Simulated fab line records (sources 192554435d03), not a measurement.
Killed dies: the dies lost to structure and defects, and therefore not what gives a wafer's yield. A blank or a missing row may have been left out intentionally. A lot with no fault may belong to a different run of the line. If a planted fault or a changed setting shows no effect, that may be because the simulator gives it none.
Split-lot trial || flow n5-finfet || route with 1938 steps; 7 lots, 39 wafers read

THE SPLIT
At N5_ZERO_LAYER_PECVD_02 (deposits SiO2 from SiH4/N2O, target thk 10 nm, time 6 s), the setting time-s was moved away from the recipe's 6 s on 12 of the 39 wafers read, by -15.7% to +43.7%. The other wafers ran this setting at the recipe's value.

The reading is taken at the split's own step.

THE READING
SiO2_of_ZERO_LAYER_PECVD_02.thk-nm (the simulator's own value, which no gauge read), in nm, at N5_ZERO_LAYER_PECVD_02 (deposits SiO2 from SiH4/N2O, target thk 10 nm, time 6 s). No usual value for it is given in the file. Here, 27 wafers ran the recipe; their average is 10.095 nm with a standard deviation of 0.16 nm.

{"wafer": "L074.1", "tool, chamber at the split": "pecvd-04, 0,1", "time-s as run, s": 6, "against the recipe": "recipe", "SiO2_of_ZERO_LAYER_PECVD_02.thk-nm, nm": 10.13, "against lot-mates on the recipe": "-"}
{"wafer": "L074.5", "tool, chamber at the split": "pecvd-04, 0,1", "time-s as run, s": 6, "against the recipe": "recipe", "SiO2_of_ZERO_LAYER_PECVD_02.thk-nm, nm": 10.13, "against lot-mates on the recipe": "-"}
{"wafer": "L074.2", "tool, chamber at the split": "pecvd-04, 2", "time-s as run, s": 8.089, "against the recipe": "+34.8%", "SiO2_of_ZERO_LAYER_PECVD_02.thk-nm, nm": 13.5, "against lot-mates on the recipe": "+3.363"}
{"wafer": "L074.3", "tool, chamber at the split": "pecvd-04, 1", "time-s as run, s": 6, "against the recipe": "recipe", "SiO2_of_ZERO_LAYER_PECVD_02.thk-nm, nm": 10.15, "against lot-mates on the recipe": "-"}
{"wafer": "L074.4", "tool, chamber at the split": "pecvd-04, 2,0", "time-s as run, s": 8.089, "against the recipe": "+34.8%", "SiO2_of_ZERO_LAYER_PECVD_02.thk-nm, nm": 13.68, "against lot-mates on the recipe": "+3.543"}
{"wafer": "L074.6", "tool, chamber at the split": "pecvd-04, 2,0", "time-s as run, s": 8.089, "against the recipe": "+34.8%", "SiO2_of_ZERO_LAYER_PECVD_02.thk-nm, nm": 13.68, "against lot-mates on the recipe": "+3.543"}
{"wafer": "L078.1", "tool, chamber at the split": "pecvd-04, 0", "time-s as run, s": 6, "against the recipe": "recipe", "SiO2_of_ZERO_LAYER_PECVD_02.thk-nm, nm": 10.12, "against lot-mates on the recipe": "-"}
{"wafer": "L078.2", "tool, chamber at the split": "pecvd-04, 1", "time-s as run, s": 6, "against the recipe": "recipe", "SiO2_of_ZERO_LAYER_PECVD_02.thk-nm, nm": 9.998, "against lot-mates on the recipe": "-"}
{"wafer": "L078.3", "tool, chamber at the split": "pecvd-04, 2", "time-s as run, s": 6, "against the recipe": "recipe", "SiO2_of_ZERO_LAYER_PECVD_02.thk-nm, nm": 9.877, "against lot-mates on the recipe": "-"}
{"wafer": "L078.4", "tool, chamber at the split": "pecvd-04, 0", "time-s as run, s": 6, "against the recipe": "recipe", "SiO2_of_ZERO_LAYER_PECVD_02.thk-nm, nm": 10.19, "against lot-mates on the recipe": "-"}
{"wafer": "L078.5", "tool, chamber at the split": "pecvd-04, 2", "time-s as run, s": 6, "against the recipe": "recipe", "SiO2_of_ZERO_LAYER_PECVD_02.thk-nm, nm": 10.05, "against lot-mates on the recipe": "-"}
{"wafer": "L078.6", "tool, chamber at the split": "pecvd-04, 1", "time-s as run, s": 6, "against the recipe": "recipe", "SiO2_of_ZERO_LAYER_PECVD_02.thk-nm, nm": 10.24, "against lot-mates on the recipe": "-"}
{"wafer": "L082.2", "tool, chamber at the split": "pecvd-03, 1", "time-s as run, s": 6, "against the recipe": "recipe", "SiO2_of_ZERO_LAYER_PECVD_02.thk-nm, nm": 10.08, "against lot-mates on the recipe": "-"}
{"wafer": "L082.4", "tool, chamber at the split": "pecvd-03, 1", "time-s as run, s": 6, "against the recipe": "recipe", "SiO2_of_ZERO_LAYER_PECVD_02.thk-nm, nm": 10.28, "against lot-mates on the recipe": "-"}
{"wafer": "L082.5", "tool, chamber at the split": "pecvd-03, 0", "time-s as run, s": 6, "against the recipe": "recipe", "SiO2_of_ZERO_LAYER_PECVD_02.thk-nm, nm": 10.36, "against lot-mates on the recipe": "-"}
{"wafer": "L087.1", "tool, chamber at the split": "pecvd-03, 1", "time-s as run, s": 6, "against the recipe": "recipe", "SiO2_of_ZERO_LAYER_PECVD_02.thk-nm, nm": 9.975, "against lot-mates on the recipe": "-"}
{"wafer": "L087.2", "tool, chamber at the split": "pecvd-03, 0", "time-s as run, s": 6, "against the recipe": "recipe", "SiO2_of_ZERO_LAYER_PECVD_02.thk-nm, nm": 9.963, "against lot-mates on the recipe": "-"}
{"wafer": "L087.3", "tool, chamber at the split": "pecvd-03, 2", "time-s as run, s": 6, "against the recipe": "recipe", "SiO2_of_ZERO_LAYER_PECVD_02.thk-nm, nm": 10.02, "against lot-mates on the recipe": "-"}
{"wafer": "L087.4", "tool, chamber at the split": "pecvd-03, 1", "time-s as run, s": 6, "against the recipe": "recipe", "SiO2_of_ZERO_LAYER_PECVD_02.thk-nm, nm": 10.36, "against lot-mates on the recipe": "-"}
{"wafer": "L087.5", "tool, chamber at the split": "pecvd-03, 2", "time-s as run, s": 6, "against the recipe": "recipe", "SiO2_of_ZERO_LAYER_PECVD_02.thk-nm, nm": 10.05, "against lot-mates on the recipe": "-"}
{"wafer": "L087.6", "tool, chamber at the split": "pecvd-03, 0", "time-s as run, s": 6, "against the recipe": "recipe", "SiO2_of_ZERO_LAYER_PECVD_02.thk-nm, nm": 10.2, "against lot-mates on the recipe": "-"}
{"wafer": "L091.1", "tool, chamber at the split": "pecvd-03, 1", "time-s as run, s": 8.621, "against the recipe": "+43.7%", "SiO2_of_ZERO_LAYER_PECVD_02.thk-nm, nm": 14.17, "against lot-mates on the recipe": "+4.135"}
{"wafer": "L091.2", "tool, chamber at the split": "pecvd-03, 2", "time-s as run, s": 8.621, "against the recipe": "+43.7%", "SiO2_of_ZERO_LAYER_PECVD_02.thk-nm, nm": 14.14, "against lot-mates on the recipe": "+4.105"}
{"wafer": "L091.3", "tool, chamber at the split": "pecvd-03, 0", "time-s as run, s": 6, "against the recipe": "recipe", "SiO2_of_ZERO_LAYER_PECVD_02.thk-nm, nm": 9.876, "against lot-mates on the recipe": "-"}
{"wafer": "L091.4", "tool, chamber at the split": "pecvd-03, 1", "time-s as run, s": 6, "against the recipe": "recipe", "SiO2_of_ZERO_LAYER_PECVD_02.thk-nm, nm": 10.19, "against lot-mates on the recipe": "-"}
{"wafer": "L091.5", "tool, chamber at the split": "pecvd-03, 0", "time-s as run, s": 8.621, "against the recipe": "+43.7%", "SiO2_of_ZERO_LAYER_PECVD_02.thk-nm, nm": 14.34, "against lot-mates on the recipe": "+4.305"}
{"wafer": "L091.6", "tool, chamber at the split": "pecvd-03, 2", "time-s as run, s": 6, "against the recipe": "recipe", "SiO2_of_ZERO_LAYER_PECVD_02.thk-nm, nm": 10.04, "against lot-mates on the recipe": "-"}
{"wafer": "L093.1", "tool, chamber at the split": "pecvd-03, 0", "time-s as run, s": 6, "against the recipe": "recipe", "SiO2_of_ZERO_LAYER_PECVD_02.thk-nm, nm": 9.725, "against lot-mates on the recipe": "-"}
{"wafer": "L093.2", "tool, chamber at the split": "pecvd-03, 1", "time-s as run, s": 8.276, "against the recipe": "+37.9%", "SiO2_of_ZERO_LAYER_PECVD_02.thk-nm, nm": 13.76, "against lot-mates on the recipe": "+3.903"}
{"wafer": "L093.3", "tool, chamber at the split": "pecvd-03, 2", "time-s as run, s": 6, "against the recipe": "recipe", "SiO2_of_ZERO_LAYER_PECVD_02.thk-nm, nm": 9.86, "against lot-mates on the recipe": "-"}
{"wafer": "L093.4", "tool, chamber at the split": "pecvd-03, 1", "time-s as run, s": 8.276, "against the recipe": "+37.9%", "SiO2_of_ZERO_LAYER_PECVD_02.thk-nm, nm": 13.99, "against lot-mates on the recipe": "+4.133"}
{"wafer": "L093.5", "tool, chamber at the split": "pecvd-03, 2", "time-s as run, s": 8.276, "against the recipe": "+37.9%", "SiO2_of_ZERO_LAYER_PECVD_02.thk-nm, nm": 13.89, "against lot-mates on the recipe": "+4.033"}
{"wafer": "L093.6", "tool, chamber at the split": "pecvd-03, 0", "time-s as run, s": 6, "against the recipe": "recipe", "SiO2_of_ZERO_LAYER_PECVD_02.thk-nm, nm": 9.986, "against lot-mates on the recipe": "-"}
{"wafer": "L095.1", "tool, chamber at the split": "pecvd-04, 2", "time-s as run, s": 5.06, "against the recipe": "-15.7%", "SiO2_of_ZERO_LAYER_PECVD_02.thk-nm, nm": 8.411, "against lot-mates on the recipe": -1.826}
{"wafer": "L095.2", "tool, chamber at the split": "pecvd-04, 0", "time-s as run, s": 6, "against the recipe": "recipe", "SiO2_of_ZERO_LAYER_PECVD_02.thk-nm, nm": 10.26, "against lot-mates on the recipe": "-"}
{"wafer": "L095.3", "tool, chamber at the split": "pecvd-04, 1", "time-s as run, s": 5.06, "against the recipe": "-15.7%", "SiO2_of_ZERO_LAYER_PECVD_02.thk-nm, nm": 8.776, "against lot-mates on the recipe": -1.461}
{"wafer": "L095.4", "tool, chamber at the split": "pecvd-04, 2", "time-s as run, s": 6, "against the recipe": "recipe", "SiO2_of_ZERO_LAYER_PECVD_02.thk-nm, nm": 10.1, "against lot-mates on the recipe": "-"}
{"wafer": "L095.5", "tool, chamber at the split": "pecvd-04, 1", "time-s as run, s": 5.06, "against the recipe": "-15.7%", "SiO2_of_ZERO_LAYER_PECVD_02.thk-nm, nm": 8.943, "against lot-mates on the recipe": -1.294}
{"wafer": "L095.6", "tool, chamber at the split": "pecvd-04, 0", "time-s as run, s": 6, "against the recipe": "recipe", "SiO2_of_ZERO_LAYER_PECVD_02.thk-nm, nm": 10.35, "against lot-mates on the recipe": "-"}
Where a row lists several chambers, the file gives one row for several wafers and doesn't say which wafer went through which chamber.

THE FIT
A straight line over all 39 wafers: SiO2_of_ZERO_LAYER_PECVD_02.thk-nm changes by +0.097 nm for each +1% of time-s; r = +1.00; the points scatter about the line by 0.17 nm.
The same after taking each lot's own level away (the mean of its wafers on the recipe; 39 wafers): +0.0998 nm for each +1%; r = +1.00; scatter 0.15 nm.
Per that fit: largest time-s move, reading shift of 4.4 nm.
The span of the lots' own levels, 9.8570 to 10.2400 nm, comes to 2.4 times the standard deviation stated above.
The two slopes are in agreement: the lot-to-lot level therefore moves the slope only a little.
Check: with one of the wafers moved furthest among these (+43.7%) left out of the fit, the line predicts +4.4 nm for it against its lot-mates. Against them it came out at +4.13 nm.

THE FILE'S OWN FIT
SiO2_of_ZERO_LAYER_PECVD_02.thk-nm changes by +0.1 nm for each +1% of time-s, r = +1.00.
